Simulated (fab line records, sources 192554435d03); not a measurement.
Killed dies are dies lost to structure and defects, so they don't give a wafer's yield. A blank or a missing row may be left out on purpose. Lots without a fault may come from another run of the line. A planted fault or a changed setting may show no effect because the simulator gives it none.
Chamber matching | flow n5_finfet | N5_MOL_CONTACT_COAG_CMP_28 on cmp-04: 4 sister chambers
The step polishes, stops on SiNx, t overpolish 0.85 s, target thk 14.522 nm. 4 wafers are shown with their chamber, then 12 later ones without.

WAFERS WITH THEIR CHAMBER
wafer  | chamber | motor_current_A (A)
L083.6 | 2       | 12.2
L085.5 | 1       | 12.8
L090.3 | 0       | 14.0
L090.5 | 3       | 13.5

WAFERS WITHOUT THEIR CHAMBER
wafer  | motor_current_A (A)
L092.2 | 12.4
L092.3 | 14.1
L092.6 | 14.4
L093.2 | 13.7
L093.3 | 12.1
L093.5 | 12.0
L094.1 | 12.9
L094.5 | 11.9
L094.6 | 14.1
L097.2 | 13.2
L097.3 | 14.6
L097.5 | 12.1

WHICH CHAMBER EACH WENT THROUGH
wafer  | from the rows above          | in truth
L092.2 | can't be placed: 2 or 1      | 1
L092.3 | can't be placed: 0 or 3      | 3
L092.6 | can't be placed: 0 or 3      | 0
L093.2 | can't be placed: 3 or 0      | 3
L093.3 | 2                            | 2
L093.5 | 2                            | 2
L094.1 | can't be placed: 1 or 3      | 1
L094.5 | 2                            | 2
L094.6 | can't be placed: 0 or 3      | 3
L097.2 | can't be placed: 3 or 1 or 0 | 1
L097.3 | can't be placed: 0 or 3      | 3
L097.5 | 2                            | 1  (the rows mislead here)
Placed correctly: 3 of 12. Can't be placed from these rows: 8 (the true chamber is among the candidates in 8). Placed wrongly: 1.
How it was worked out, from the rows above alone: a wafer's distance from a chamber is the root of the sum, over the readings, of the square of ((its reading less the chamber's mean) divided by the reading's scatter). The wafer belongs to the nearest chamber; if the next one is less than 2 further off, it can't be placed. A chamber's mean is the mean of its shown wafers. The scatter: with one shown wafer a chamber, the root of the mean of the squares of how far each hidden wafer lies from its nearest shown one.
